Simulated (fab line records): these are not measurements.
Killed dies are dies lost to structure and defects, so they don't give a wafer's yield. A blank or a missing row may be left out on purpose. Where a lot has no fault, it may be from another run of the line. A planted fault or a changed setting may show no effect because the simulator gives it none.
The tool behind it: which one? + flow n5_finfet + 12 lots, 36 wafers sampled, at 4 steps of a route of 1938

== WHAT EACH GAUGE READ, for each wafer ==
N5_BEOL_M12_CD_MEAS_28: the cd target is 160.2 nm.
| lot  | measured     | on        | cd_nm (nm)        |
|------|--------------|-----------|-------------------|
| L076 | day 11 07:50 | cd_sem-02 | 161.1 159.6 161.1 |
| L077 | day 11 12:09 | cd_sem-02 | 158.8 159.4 160.8 |
| L079 | day 12 07:46 | cd_sem-03 | 160.4 159.9 161.5 |
| L080 | day 12 21:03 | cd_sem-03 | 160.5 163.2 160.6 |
| L083 | day 13 13:02 | cd_sem-02 | 163.0 163.3 162.9 |
| L085 | day 13 18:11 | cd_sem-03 | 159.8 159.7 159.4 |
| L087 | day 14 09:29 | cd_sem-01 | 162.2 162.0 162.2 |
| L091 | day 15 03:03 | cd_sem-03 | 160.2 161.5 160.0 |
| L088 | day 15 13:38 | cd_sem-02 | 162.7 161.1 164.7 |
| L095 | day 15 20:49 | cd_sem-01 | 161.7 162.2 162.0 |
| L093 | day 17 01:20 | cd_sem-02 | 160.0 159.6 159.8 |
| L097 | day 17 21:49 | cd_sem-03 | 164.6 163.6 162.4 |

== WHICH TOOL RAN EACH LOT (tool, then ch and the chambers of the sampled wafers, then the start) ==
| lot  | N5_BEOL_M11_ETCH_41                           | N5_BEOL_M12_DESCUM_15              | N5_BEOL_M12_STRIP_63                 |
|------|-----------------------------------------------|------------------------------------|--------------------------------------|
| L076 | rie_diel-05 ch 0,3, day 11 06:53 or earlier   | rie_diel-02 ch 0,2,3, day 11 06:53 | plasma_asher-01 ch 0,1, day 11 07:11 |
| L077 | rie_diel-05 ch 1,2, day 11 11:20 or earlier   | rie_diel-06 ch 2,3, day 11 11:20   | plasma_asher-01 ch 0,1, day 11 11:37 |
| L079 | rie_diel-05 ch 0,2, day 12 06:50 or earlier   | rie_diel-02 ch 0,1,2, day 12 06:50 | plasma_asher-02 ch 0,1, day 12 07:07 |
| L080 | rie_diel-04 ch 0,1,3, day 12 20:06 or earlier | rie_diel-06 ch 1,2,3, day 12 20:06 | plasma_asher-02 ch 1, day 12 20:23   |
| L083 | rie_diel-03 ch 0,1,3, day 13 12:05 or earlier | rie_diel-02 ch 0,1, day 13 12:05   | plasma_asher-02 ch 0,1, day 13 12:22 |
| L085 | rie_diel-04 ch 0,2, day 13 17:22 or earlier   | rie_diel-01 ch 1,2,3, day 13 17:22 | plasma_asher-01 ch 0, day 13 17:38   |
| L087 | rie_diel-05 ch 2,3, day 14 08:32 or earlier   | rie_diel-01 ch 0,1,2, day 14 08:32 | plasma_asher-02 ch 0,1, day 14 08:49 |
| L091 | rie_diel-04 ch 0,2,3, day 15 02:14 or earlier | rie_diel-01 ch 1,2, day 15 02:14   | plasma_asher-01 ch 0,1, day 15 02:31 |
| L088 | rie_diel-03 ch 0,1,3, day 15 12:41 or earlier | rie_diel-02 ch 0,3, day 15 12:41   | plasma_asher-02 ch 1, day 15 12:59   |
| L095 | rie_diel-03 ch 0,2,3, day 15 19:57 or earlier | rie_diel-01 ch 0,1,2, day 15 19:57 | plasma_asher-01 ch 0,1, day 15 20:14 |
| L093 | rie_diel-03 ch 0,2, day 17 00:24 or earlier   | rie_diel-01 ch 0,1,2, day 17 00:24 | plasma_asher-01 ch 0,1, day 17 00:41 |
| L097 | rie_diel-03 ch 0,3, day 17 20:52 or earlier   | rie_diel-01 ch 0,2,3, day 17 20:52 | plasma_asher-01 ch 0,1, day 17 21:09 |
- N5_BEOL_M11_ETCH_41: etches SiCN in CH3F/O2, target depth 42.6 nm, time 86 s.
- N5_BEOL_M12_DESCUM_15: chemistry O2, time 7.9 s.
- N5_BEOL_M12_STRIP_63: strips in N2/H2.

== THE ANSWER, worked out from the rows above alone ==
Rule: what is usual is taken from the lots themselves. Put in order of their means at a reading, lots are off if they are a third of the lots or fewer, leave a main group of 4 or more, and stand apart from it by a gap of 3 or more times the standard deviation of the main group's means; of several such gaps the widest counts. A main group whose means are all the same, to the digits that the tables above print for the reading, isn't used. A lot without any number at a reading at which 4 lots or more have one is off too. Any other lot the step has rows for is counted as sound.
No lot is off on any of the readings shown, so nothing can be concluded from this.

== WHAT WAS PUT IN BY THE SIMULATOR ==
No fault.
